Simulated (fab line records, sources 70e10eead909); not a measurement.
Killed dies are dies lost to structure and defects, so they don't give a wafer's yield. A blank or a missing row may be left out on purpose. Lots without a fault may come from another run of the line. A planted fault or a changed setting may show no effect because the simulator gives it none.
Chamber matching | flow nand_harc | NHARC_A_BONDPAD_DESCUM_11 on rie_diel-07: 4 sister chambers
The step chemistry O2, time 3 s. 8 wafers are shown with their chamber, then 11 later ones without.

WAFERS WITH THEIR CHAMBER
wafer  | chamber | drypump_motor_current_A (A) | rf_vpp_V (V)
L316.6 | 1       | 5.7                         | 56.5
L325.1 | 1       | 5.7                         | 57.4
L325.5 | 2       | 6.3                         | 59.0
L328.6 | 0       | 5.3                         | 56.9
L329.1 | 2       | 6.3                         | 57.4
L329.3 | 3       | 5.3                         | 57.6
L329.6 | 0       | 5.3                         | 58.5
L330.2 | 3       | 5.2                         | 59.9

WAFERS WITHOUT THEIR CHAMBER
wafer  | drypump_motor_current_A (A) | rf_vpp_V (V)
L330.3 | 5.4                         | 56.8
L330.4 | 6.3                         | 58.9
L335.1 | 5.2                         | 58.9
L335.2 | 5.7                         | 58.7
L335.5 | 5.2                         | 58.8
L333.1 | 5.7                         | 58.6
L333.3 | 5.4                         | 58.5
L333.6 | 5.8                         | 58.0
L336.2 | 6.3                         | 58.1
L336.3 | 5.7                         | 57.2
L336.4 | 5.2                         | 58.3

WHICH CHAMBER EACH WENT THROUGH
wafer  | from the rows above     | in truth
L330.3 | can't be placed: 0 or 3 | 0
L330.4 | 2                       | 2
L335.1 | can't be placed: 3 or 0 | 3
L335.2 | 1                       | 1
L335.5 | can't be placed: 3 or 0 | 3
L333.1 | 1                       | 1
L333.3 | can't be placed: 0 or 3 | 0
L333.6 | 1                       | 1
L336.2 | 2                       | 2
L336.3 | 1                       | 1
L336.4 | can't be placed: 3 or 0 | 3
Placed correctly: 6 of 11. Can't be placed from these rows: 5 (the true chamber is among the candidates in 5). Placed wrongly: 0.
How it was worked out, from the rows above alone: a wafer's distance from a chamber is the root of the sum, over the readings, of the square of ((its reading less the chamber's mean) divided by the reading's scatter). The wafer belongs to the nearest chamber; if the next one is less than 2 further off, it can't be placed. A chamber's mean is the mean of its shown wafers. The scatter: the root of (the sum of the squares of (reading less its chamber's mean) over the shown wafers, divided by (wafers less chambers)).
